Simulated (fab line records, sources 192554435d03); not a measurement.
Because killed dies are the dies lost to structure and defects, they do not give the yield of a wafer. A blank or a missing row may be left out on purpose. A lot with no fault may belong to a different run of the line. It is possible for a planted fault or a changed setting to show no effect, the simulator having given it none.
Which tool is to blame? -- flow n5-finfet -- Sampling: 8 lots, 22 wafers, 8 of 1938 route steps

## WHAT THE GAUGES SHOWED, per wafer
N5_SD_EPI_N_INSPECT_26: inspects for defects (darkfield). Usual: raw-defect-count reads 216 (standard deviation 39).
lot,measured,on,raw-defect-count,flag
L539,day 3 04:29,defect-inspect-01,252 307 201,
L545,day 4 17:52,defect-inspect-02,171 275,
L547,day 5 08:26,defect-inspect-02,791 794 815,OFF
L549,day 5 16:29,defect-inspect-01,804 714 726,OFF
L552,day 6 12:15,defect-inspect-02,268 232,
L556,day 7 10:32,defect-inspect-01,289 241 291,
L560,day 8 09:47,defect-inspect-02,210 178 172,
L562,day 9 03:24,defect-inspect-02,187 218 280,

N5_SD_EPI_P_INSPECT_11: inspects for defects (macro). Usual: raw-defect-count reads 2.0 (standard deviation 1.6).
lot,measured,on,raw-defect-count,flag
L539,day 3 04:56,defect-inspect-02,4 2 0,
L545,day 4 18:11,defect-inspect-02,3 3,
L547,day 5 08:53,defect-inspect-02,>300 >300 >300,OFF
L549,day 5 16:56,defect-inspect-01,>300 >300 >300,OFF
L552,day 6 12:43,defect-inspect-01,3 0,
L556,day 7 10:59,defect-inspect-01,5 2 1,
L560,day 8 10:07,defect-inspect-02,2 2 6,
L562,day 9 03:53,defect-inspect-01,1 4 2,

N5_SD_EPI_P_INSPECT_26: inspects for defects (darkfield). Usual: raw-defect-count reads 182 (standard deviation 35).
lot,measured,on,raw-defect-count,flag
L539,day 3 08:52,defect-inspect-02,193 248 148,
L545,day 4 22:18,defect-inspect-02,153 176,
L547,day 5 13:29,defect-inspect-02,756 694 726,OFF
L549,day 5 20:42,defect-inspect-02,788 684 689,OFF
L552,day 6 17:18,defect-inspect-02,192 178,
L556,day 7 14:56,defect-inspect-01,269 236 270,
L560,day 8 13:53,defect-inspect-02,118 150 160,
L562,day 9 07:40,defect-inspect-02,158 192 237,

N5_BEOL_M4_RC_MEAS_101. Usual: DIBL_N 36.0 mV/V, standard deviation 1.6; DIBL_P 35.8 mV/V, standard deviation 2; IOFF_N 0.152 nA/um, standard deviation 0.03; IOFF_P 0.20 nA/um, standard deviation 0.031; ION_N 670 uA/um, standard deviation 12; ION_P 459 uA/um, standard deviation 7.4; SS_N 71.5 mV/dec, standard deviation 0.56; SS_P 73.2 mV/dec, standard deviation 0.64; VT_N 251 mV, standard deviation 3.5; VT_P -252 mV, standard deviation 3.3.
lot,measured,on,DIBL_N (mV/V),DIBL_P (mV/V),IOFF_N (nA/um),IOFF_P (nA/um),ION_N (uA/um),ION_P (uA/um),SS_N (mV/dec),SS_P (mV/dec),VT_N (mV),VT_P (mV),flag
L539,day 9 08:02,prober-02,36.5 36.4 35.1,36.9 36.1 35.6,0.170 0.159 0.143,0.23 0.22 0.22,681 664 675,467 457 469,72.2 72.2 72.0,73.9 73.9 73.2,246 251 252,-247 -246 -246,
L545,day 10 23:28,prober-02,36.8 34.7,37.0 35.1,0.170 0.134,0.20 0.18,665 667,449 457,71.2 71.4,73.4 73.4,247 253,-253 -252,
L547,day 11 05:56,prober-01,34.2 35.1 36.6,33.1 34.1 36.1,0.111 0.124 0.150,0.15 0.15 0.18,654 647 663,447 441 451,71.0 71.6 72.1,71.8 72.7 73.1,257 255 251,-257 -255 -256,
L549,day 11 12:44,prober-02,35.8 35.1 36.3,35.9 35.9 36.2,0.134 0.132 0.141,0.17 0.18 0.17,677 669 662,452 467 451,71.8 71.2 71.6,72.7 72.4 73.2,252 252 253,-258 -256 -258,
L552,day 11 22:16,prober-02,37.8 36.2,39.2 37.3,0.176 0.152,0.22 0.19,676 668,456 456,71.8 71.5,73.7 73.2,249 251,-252 -254,
L556,day 13 03:50,prober-02,36.2 37.3 34.6,34.5 34.6 32.2,0.148 0.146 0.120,0.18 0.17 0.16,684 674 660,464 447 449,71.2 71.6 70.6,72.7 72.7 72.4,248 254 253,-255 -255 -256,
L560,day 14 03:56,prober-02,35.4 35.7 38.8,35.1 37.0 40.0,0.126 0.139 0.190,0.16 0.18 0.23,651 671 671,441 461 449,71.2 71.3 72.2,72.9 73.1 74.8,253 253 247,-254 -252 -251,
L562,day 15 11:20,prober-02,34.3 31.8 33.2,34.4 30.1 32.1,0.129 0.087 0.113,0.17 0.11 0.14,655 632 658,454 435 449,70.4 71.7 71.2,72.7 71.6 72.2,250 259 255,-253 -261 -258,

## EACH LOT AND THE TOOL THAT RAN IT (in order: tool; ch and the chambers of the sampled wafers; start)
lot,N5_SD_EPI_N_ETCHBACK_44,N5_SD_EPI_N_ETCH_45,N5_SD_EPI_N_PRECLEAN_48,N5_SD_EPI_P_DESCUM_14
L539,"rie-diel-06 ch 2,3, day 3 00:49","rie-diel-06 ch 2,3, day 3 00:55","epi-rpcvd-04 ch 0, day 3 01:41","rie-diel-04 ch 1,2, day 3 05:07"
L545,"rie-diel-06 ch 0,3, day 4 13:30","rie-diel-06 ch 0,3, day 4 13:36","epi-rpcvd-04 ch 0, day 4 14:29","rie-diel-03 ch 0,3, day 4 18:14"
L547,"rie-diel-05 ch 2,3, day 5 04:54","rie-diel-05 ch 2,3, day 5 05:00","epi-rpcvd-04 ch 0, day 5 05:37","rie-diel-03 ch 1,2, day 5 08:55"
L549,"rie-diel-05 ch 2,3, day 5 12:54","rie-diel-05 ch 2,3, day 5 13:00","epi-rpcvd-04 ch 0, day 5 13:37","rie-diel-04 ch 1,2,3, day 5 16:59"
L552,"rie-diel-02 ch 1,2, day 6 08:41","rie-diel-02 ch 1,2, day 6 08:47","epi-rpcvd-01 ch 0, day 6 09:30","rie-diel-01 ch 2,3, day 6 12:44"
L556,"rie-diel-05 ch 0,1,3, day 7 06:44","rie-diel-05 ch 0,1,3, day 7 06:50","epi-rpcvd-01 ch 0, day 7 07:27","rie-diel-01 ch 0,1,2, day 7 11:11"
L560,"rie-diel-06 ch 0,3, day 8 06:01","rie-diel-06 ch 0,3, day 8 06:07","epi-rpcvd-01 ch 0, day 8 06:58","rie-diel-03 ch 1,2,3, day 8 10:09"
L562,"rie-diel-06 ch 1,2,3, day 8 23:52","rie-diel-06 ch 1,2,3, day 8 23:58","epi-rpcvd-02 ch 0, day 9 00:35","rie-diel-04 ch 1,3, day 9 03:55"
- N5_SD_EPI_N_ETCHBACK_44: etches SiNx in CH3F/O2, stops on SiO2, target depth 14.5 nm.
- N5_SD_EPI_N_ETCH_45: etches SiOCN in CH3F/O2, target depth 6 nm.
- N5_SD_EPI_N_PRECLEAN_48: cleans in NF3:NH3, afs cycles 2, time 20 s, sublimation time 60 s.
- N5_SD_EPI_P_DESCUM_14: chemistry O2, time 7.9 s.

## WHAT THE TOOLS THEMSELVES READ (means of the sampled wafers that have a number; where no wafer has one, the mark that the record gives instead)
N5_SD_EPI_N_ETCHBACK_44. Usual: O2_flow_sccm 20.00 sccm, standard deviation 0.059; drypump-motor-current-A 5.7 A, standard deviation 0.39; oes-product-au 0.67 a.u., standard deviation 0.076; rf-vpp-V 296 V, standard deviation 5.4; showerhead-plenum-p-Torr 2.01 Torr, standard deviation 0.031; throttle-valve-pct 16.34 %, standard deviation 0.18.
lot,tool,O2_flow_sccm (sccm),drypump-motor-current-A (A),oes-product-au (a.u.),rf-vpp-V (V),showerhead-plenum-p-Torr (Torr),throttle-valve-pct (%),flag
L539,rie-diel-06,19.99,6.0,0.65,295,2.00,16.36,
L545,rie-diel-06,19.98,5.8,0.73,294,2.01,16.24,
L547,rie-diel-05,20.04,5.4,0.73,293,2.02,16.15,
L549,rie-diel-05,19.92,5.4,0.67,296,2.01,16.26,
L552,rie-diel-02,19.98,5.4,0.68,292,2.01,16.32,
L556,rie-diel-05,20.01,5.6,0.67,295,2.00,16.37,
L560,rie-diel-06,19.99,5.8,0.71,298,2.01,16.26,
L562,rie-diel-06,20.00,5.9,0.65,296,2.00,16.33,

N5_SD_EPI_N_ETCH_45. Usual: O2_flow_sccm 20.00 sccm, standard deviation 0.059; drypump-motor-current-A 5.7 A, standard deviation 0.39; oes-product-au 0.79 a.u., standard deviation 0.096; rf-vpp-V 127.5 V, standard deviation 0.87; showerhead-plenum-p-Torr 2.00 Torr, standard deviation 0.031; throttle-valve-pct 23.30 %, standard deviation 0.16.
lot,tool,O2_flow_sccm (sccm),drypump-motor-current-A (A),oes-product-au (a.u.),rf-vpp-V (V),showerhead-plenum-p-Torr (Torr),throttle-valve-pct (%),flag
L539,rie-diel-06,19.98,6.0,0.75,127.1,1.99,23.26,
L545,rie-diel-06,19.95,5.8,0.86,127.8,2.01,23.27,
L547,rie-diel-05,19.98,5.4,0.87,128.5,2.02,23.16,
L549,rie-diel-05,20.01,5.4,0.78,127.5,2.00,23.22,
L552,rie-diel-02,20.05,5.4,0.79,126.9,2.00,23.27,
L556,rie-diel-05,19.98,5.7,0.79,126.8,2.00,23.36,
L560,rie-diel-06,19.97,5.8,0.84,128.0,2.01,23.28,
L562,rie-diel-06,19.94,5.9,0.76,128.2,1.99,23.25,

N5_SD_EPI_N_PRECLEAN_48. Usual: chamber-pressure-Torr reads 3.000 Torr (standard deviation 0.0052).
lot,tool,chamber-pressure-Torr (Torr),flag
L539,epi-rpcvd-04,3.002,
L545,epi-rpcvd-04,3.005,
L547,epi-rpcvd-04,2.996,
L549,epi-rpcvd-04,3.000,
L552,epi-rpcvd-01,2.997,
L556,epi-rpcvd-01,2.997,
L560,epi-rpcvd-01,2.995,
L562,epi-rpcvd-02,3.000,

N5_SD_EPI_P_DESCUM_14. Usual: drypump-motor-current-A 5.8 A, standard deviation 0.5; oes-product-au 0.76 a.u., standard deviation 0.056; rf-vpp-V 243.3 V, standard deviation 1.3; showerhead-plenum-p-Torr 2.10 Torr, standard deviation 0.065; throttle-valve-pct 20.52 %, standard deviation 0.2.
lot,tool,drypump-motor-current-A (A),oes-product-au (a.u.),rf-vpp-V (V),showerhead-plenum-p-Torr (Torr),throttle-valve-pct (%),flag
L539,rie-diel-04,5.5,0.75,242.6,2.05,20.60,
L545,rie-diel-03,5.7,0.82,242.6,2.08,20.59,
L547,rie-diel-03,5.2,0.78,244.9,2.20,20.78,
L549,rie-diel-04,5.8,0.76,242.6,2.05,20.57,
L552,rie-diel-01,6.0,0.77,244.1,2.17,20.35,
L556,rie-diel-01,6.0,0.72,242.2,2.07,20.44,
L560,rie-diel-03,5.7,0.79,242.6,2.14,20.66,
L562,rie-diel-04,6.0,0.76,242.6,2.05,20.57,

## THE ANSWER, worked out from the rows above alone
Rule: a lot is off if the mean of its wafers that have a number lies more than 3 standard deviations from the usual mean. Also off: a lot with no number at a reading for which 4 or more lots have one. Where the step has rows for the other lots, those lots are counted as sound. After the gauges, taken in route order, come the tools' own readings; for these a lot's mean is taken, as printed above. The first step at which some lot is off is used, and at that step the reading that is off furthest; a lot without a number counts as furthest.
Off at N5_SD_EPI_N_INSPECT_26 (raw-defect-count): L547, L549.
A tool fits if, at a process step before that reading, it ran every lot that is off, and no sound lot after the first of them. Those tools and the gauges at N5_SD_EPI_N_INSPECT_26 are tried in the same way. One fits: N5_SD_EPI_N_PRECLEAN_48 on epi-rpcvd-04. A fault onset in the window from L545 (day 4 14:29, its last sound lot) to L547 (day 5 05:37, its first lot off) fits.

## WHAT HAD BEEN PUT IN BY THE SIMULATOR
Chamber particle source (epi-rpcvd-04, N5_SD_EPI_N_PRECLEAN_48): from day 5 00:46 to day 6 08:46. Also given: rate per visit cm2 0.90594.
Shown lots that were struck: L547, L549. This agrees with what the rule above found.
